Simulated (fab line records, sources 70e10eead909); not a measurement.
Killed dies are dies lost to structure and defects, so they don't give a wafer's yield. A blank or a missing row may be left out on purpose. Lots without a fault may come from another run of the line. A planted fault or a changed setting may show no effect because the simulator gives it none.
Chamber matching | flow nand_harc | NHARC_A_CONTACT_DEP_58 on pecvd-04: 3 sister chambers
The step deposits SiON, target thk 90 nm. 14 wafers are shown with their chamber, then 7 later ones without.

WAFERS WITH THEIR CHAMBER
wafer  | chamber | heater_power_w (W) | susceptor_temp_C (C)
L074.1 | 2       | 807                | 399.67
L074.5 | 2       | 795                | 399.62
L074.6 | 0       | 713                | 399.82
L076.1 | 1       | 546                | 399.66
L076.3 | 2       | 764                | 399.55
L076.5 | 2       | 794                | 399.43
L080.1 | 2       | 720                | 400.28
L080.4 | 0       | 684                | 399.99
L080.5 | 1       | 466                | 399.85
L085.3 | 0       | 764                | 400.34
L085.5 | 2       | 803                | 399.62
L085.6 | 1       | 559                | 399.89
L091.2 | 0       | 750                | 400.00
L091.3 | 2       | 744                | 400.02

SIGNATURES (means of the wafers above)
reading          | chamber 0 | chamber 1 | chamber 2 | scatter within a chamber
heater_power_w   | 727.75    | 523.67    | 775.29    | 37.8
susceptor_temp_C | 400.0375  | 399.8000  | 399.7414  | 0.254
Rule: a wafer's distance from a chamber is the root of the sum, over the readings, of the square of ((its reading less the chamber's mean) divided by the reading's scatter). The wafer belongs to the nearest chamber; if the next one is less than 2 further off, it can't be placed. The scatter: the root of (the sum of the squares of (reading less its chamber's mean) over the shown wafers, divided by (wafers less chambers)).

WAFERS WITHOUT THEIR CHAMBER
wafer  | heater_power_w (W) | susceptor_temp_C (C)
L091.5 | 527                | 399.89
L089.4 | 675                | 399.82
L089.5 | 506                | 399.91
L089.6 | 711                | 399.82
L092.3 | 537                | 400.18
L092.5 | 693                | 399.77
L092.6 | 536                | 399.41

WHICH CHAMBER EACH WENT THROUGH
wafer  | from the rows above     | in truth
L091.5 | 1                       | 1
L089.4 | can't be placed: 0 or 2 | 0
L089.5 | 1                       | 1
L089.6 | can't be placed: 0 or 2 | 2
L092.3 | 1                       | 1
L092.5 | can't be placed: 0 or 2 | 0
L092.6 | 1                       | 1
Placed correctly: 4 of 7. Can't be placed from these rows: 3 (the true chamber is among the candidates in 3). Placed wrongly: 0.
